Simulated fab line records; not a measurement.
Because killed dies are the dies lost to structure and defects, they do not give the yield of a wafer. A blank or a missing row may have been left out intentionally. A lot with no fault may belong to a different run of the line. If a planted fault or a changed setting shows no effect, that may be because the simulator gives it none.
Comparing a struck lot with a sound one / flow nand_harc / 25 out of 1302 route steps
Sound: the wafers L739.2, L739.4, L739.5. Wafers L742.2, L742.4, L742.5 were the ones struck. The cause is named last.
Order at every step that has rows: each side's tool, ch and its chambers, its first start. Under that, the readings that differ: sound wafers / struck wafers / difference of the means / sigmas: that difference in standard deviations of wafers without a fault.
alike: readings with means less than 2 such deviations apart, plus words and numbers identical on both sides. not compared: withheld readings, readings lacking a value on some wafer, bounds such as >300 that could conceal the same value, and numbers that have no deviation in the record and whose values overlap.
Wherever a step has rows on one side only, a row that says differs or no value, or a row with sigmas, the two part there. Non-overlapping numbers with no deviation appear without sigmas and do not part them. Lack of a reading on every wafer of one side parts them only where that side has two or more wafers.

first, 2 steps without rows for these wafers: NHARC_P_GATE_PEB_09 (peb time 85 s); NHARC_P_GATE_DEVELOP_10 (time 70 s).
NHARC_P_GATE_CD_MEAS_11 targets a cd of 1640 nm.
  sound on cd_sem-01 ch 0, day 7 04:19; struck on cd_sem-03 ch 0, day 8 16:11
  alike: cd_nm
then, 1 step without rows for these wafers: NHARC_P_GATE_HARDBAKE_12 (time 80 s).
NHARC_P_GATE_DESCUM_13: chemistry O2, time 3 s.
  sound on rie_diel-12 ch 0,2,3, day 7 04:29; struck on rie_diel-12 ch 0,1,3, day 8 16:20
  alike: drypump_motor_current_A, oes_product_au, rf_vpp_V, showerhead_plenum_p_Torr, throttle_valve_pct
  not compared: rf_hours_counter_h
then, 6 steps without rows for these wafers: NHARC_P_GATE_ETCH_14 (etches SiO2 in dHF, target depth 48.8 nm); NHARC_P_GATE_STRIP_15 (strips in SPM, time 780 s); NHARC_P_GATE_PRECLEAN_71 (cleans in SC1); NHARC_P_GATE_SRD_72; NHARC_P_GATE_OXIDE_16 (material SiO2, target thk 3 nm, ox time 392 s); NHARC_P_GATE_CVD_17 (deposits poly-Si, target thk 150 nm, time 900 s).
NHARC_P_GATE_HM_DEP_102: deposits aC, target thk 120 nm.
  sound on acl_dep-02 ch 0, day 7 16:58; struck on acl_dep-02 ch 0, day 9 07:45
  alike: throttle_valve_pct
NHARC_P_GATE_DEP_103: deposits SiON, target thk 30 nm.
  sound on pecvd-02 ch 0,1,2, day 7 17:31; struck on pecvd-02 ch 0,2, day 9 08:22
  alike: heater_power_w
then, 8 steps without rows for these wafers: NHARC_P_GATE_DEHYDRATE_18 (time 120 s); NHARC_P_GATE_HMDS_19 (time 30 s); NHARC_P_GATE_COAT_20 (resist thk 90 nm); NHARC_P_GATE_SOFTBAKE_21 (time 55 s); NHARC_P_GATE_EBR_22; NHARC_P_GATE_EXPOSE_23 (exposes mask P GATE, target cd 120 nm); NHARC_P_GATE_PEB_24 (peb time 65 s); NHARC_P_GATE_DEVELOP_25 (develop time 35 s).
NHARC_P_GATE_CD_MEAS_26 targets a cd of 120 nm.
  sound on cd_sem-01 ch 0, day 7 18:11; struck on cd_sem-03 ch 0, day 9 08:52
  alike: cd_nm
NHARC_P_GATE_OVL_MEAS_27:
  sound: overlay-01 at day 7 18:17; struck: overlay-02 at day 9 08:58
reading=overlay_x_nm (nm); sound=0.6 0.1 0.6; struck=-0.6 -0.6 -1.4; difference=-1.3; sigmas=-2
  alike: overlay_y_nm
NHARC_P_GATE_INSPECT_28:
  sound: defect_inspect-01 at day 7 18:19; struck: defect_inspect-02 at day 9 09:10
reading=raw_defect_count; sound=9 3 11; struck=813 764 801; difference=+785; sigmas=+99 or more
  not compared: hold
NHARC_END_SORT_01:
  the record has rows for the sound wafers here (prober-01 ch 0, day 27 08:12) and none for the struck ones

== WHERE THEY PART ==
Last at NHARC_END_SORT_01 as far as this record goes, first at NHARC_P_GATE_OVL_MEAS_27.

WHY: the cause the simulator had injected
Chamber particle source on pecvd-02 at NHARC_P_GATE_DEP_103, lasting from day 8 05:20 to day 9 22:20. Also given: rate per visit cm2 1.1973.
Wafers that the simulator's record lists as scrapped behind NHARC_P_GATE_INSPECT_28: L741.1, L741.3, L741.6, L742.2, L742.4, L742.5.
